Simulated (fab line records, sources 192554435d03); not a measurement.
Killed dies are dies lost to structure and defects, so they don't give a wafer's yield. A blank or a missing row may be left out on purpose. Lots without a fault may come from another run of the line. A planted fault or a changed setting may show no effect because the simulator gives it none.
Chamber matching | flow n5_finfet | N5_BEOL_M1_PECVD_72 on pecvd-03: 3 sister chambers
The step deposits SiO2 from TEOS/O2, target thk 16 nm, time 18 s. 3 wafers are shown with their chamber, then 6 later ones without.

WAFERS WITH THEIR CHAMBER
wafer  | chamber | showerhead_plenum_p_Torr (Torr)
L618.5 | 1       | 8.78
L621.4 | 0       | 8.80
L621.5 | 2       | 8.60

WAFERS WITHOUT THEIR CHAMBER
wafer  | showerhead_plenum_p_Torr (Torr)
L625.1 | 8.78
L625.4 | 8.76
L625.5 | 8.78
L627.2 | 8.60
L627.5 | 8.61
L627.6 | 8.75

WHICH CHAMBER EACH WENT THROUGH
wafer  | from the rows above     | in truth
L625.1 | can't be placed: 1 or 0 | 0
L625.4 | can't be placed: 1 or 0 | 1
L625.5 | can't be placed: 1 or 0 | 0
L627.2 | 2                       | 2
L627.5 | 2                       | 2
L627.6 | can't be placed: 1 or 0 | 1
Placed correctly: 2 of 6. Can't be placed from these rows: 4 (the true chamber is among the candidates in 4). Placed wrongly: 0.
How it was worked out, from the rows above alone: a wafer's distance from a chamber is the root of the sum, over the readings, of the square of ((its reading less the chamber's mean) divided by the reading's scatter). The wafer belongs to the nearest chamber; if the next one is less than 2 further off, it can't be placed. A chamber's mean is the mean of its shown wafers. The scatter: with one shown wafer a chamber, the root of the mean of the squares of how far each hidden wafer lies from its nearest shown one.
